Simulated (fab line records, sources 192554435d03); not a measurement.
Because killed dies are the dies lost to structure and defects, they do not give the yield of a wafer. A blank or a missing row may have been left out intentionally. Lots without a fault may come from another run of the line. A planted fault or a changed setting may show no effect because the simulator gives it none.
Split-lot study	flow n5Finfet	route with 1938 steps; 7 lots, 21 wafers read

ON THE SPLIT
At N5_BEOL_M2_COAT_76 (time 60 s, resist thk 5 nm), the setting spinRpm was moved away from the recipe's 1500 rpm on 5 of the 21 wafers read, by -7.7% to +3.1%. This setting was run at the recipe's value on the other wafers.

FROM THE SPLIT TO THE READING: what the file shows between them, 3 steps
- N5_BEOL_M2_COAT_22: resist thk 30 nm
- N5_BEOL_M2_EBR_24
- N5_BEOL_M2_DESCUM_33: chemistry O2, time 7 s

THE READING
etch.depthNm (the simulator's own value, which no gauge read), in nm, at N5_BEOL_M2_ETCH_77 (etches underlayer in N2/H2, target depth 6.5 nm, time 5.2 s). There is no usual value for it anywhere in the file. The 16 wafers here that ran the recipe average 5.005 nm, standard deviation 0.013 nm.

wafer	tool, chamber at the split	spinRpm as run, rpm	against the recipe	etch.depthNm, nm	against lot-mates on the recipe
L076.1	lithoTrack-05, 0	1500	recipe	5.013	-
L076.2	lithoTrack-05, 0	1500	recipe	5.012	-
L076.4	lithoTrack-05, 0	1500	recipe	5.019	-
L079.2	lithoTrack-05, 0	1500	recipe	5.011	-
L079.5	lithoTrack-05, 0	1500	recipe	5.01	-
L079.6	lithoTrack-05, 0	1500	recipe	5.02	-
L080.1	lithoTrack-05, 0	1500	recipe	4.979	-
L080.4	lithoTrack-05, 0	1456	-2.9%	5.062	+0.080
L080.6	lithoTrack-05, 0	1500	recipe	4.985	-
L092.4	lithoTrack-04, 0	1384	-7.7%	5.205	+0.215
L092.5	lithoTrack-04, 0	1384	-7.7%	5.183	+0.193
L092.6	lithoTrack-04, 0	1500	recipe	4.99	-
L093.2	lithoTrack-01, 0	1500	recipe	4.988	-
L093.3	lithoTrack-01, 0	1500	recipe	4.998	-
L093.4	lithoTrack-01, 0	1547	+3.1%	4.92	-0.073
L094.4	lithoTrack-04, 0	1500	recipe	5.019	-
L094.5	lithoTrack-04, 0	1500	recipe	4.999	-
L094.6	lithoTrack-04, 0	1500	recipe	5.005	-
L096.1	lithoTrack-01, 0	1394	-7.1%	5.198	+0.184
L096.2	lithoTrack-01, 0	1500	recipe	5.011	-
L096.4	lithoTrack-01, 0	1500	recipe	5.017	-

THE FIT
A straight line over all 21 wafers: etch.depthNm changes by -0.0253 nm for each +1% of spinRpm; r = -0.98; the points scatter about the line by 0.014 nm.
The same after taking each lot's own level away (the mean of its wafers on the recipe; 21 wafers): -0.0261 nm for each +1%; r = -1.00; scatter 0.0061 nm.
Per that fit: largest spinRpm move, reading shift of 0.2 nm.
The lots' own levels span 4.9820 to 5.0147 nm, that is 2.5 times the standard deviation above.
The two slopes are in agreement: the lot-to-lot level therefore moves the slope only a little.
Check: for one of the wafers moved furthest among these (-7.7%), held out of the fit, the line's prediction against its lot-mates is +0.197 nm. It came out at +0.215 nm against them.

ADDITIONAL SPLITS CARRIED BY THESE WAFERS
Before the reading, these wafers also passed through other splits. Each is held against what the fit with the lots' levels taken away leaves over:
other split on the same wafers	wafers away from the commonest value	r with etch.depthNm (lot level and that fit taken away)
N5_MOL_CONTACT_COAG_COAT_62 spinRpm	6	+0.09
N5_BEOL_M0_SAQP_ILD_DEP_01 timeS	7	+0.30
N5_BEOL_M0_SAQP_PECVD_04 timeS	7	+0.07
N5_BEOL_M0_CUTY_EXPOSE_54 doseMj	6	+0.22
N5_BEOL_M0_ETCH_138 sourceW	8	+0.43
N5_BEOL_M0_ETCH_109 biasW	4	+0.08
N5_BEOL_M2_ETCH_64 timeS	7	-0.35

THE FILE'S OWN FIT
etch.depthNm changes by -0.026 nm for each +1% of spinRpm, r = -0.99.
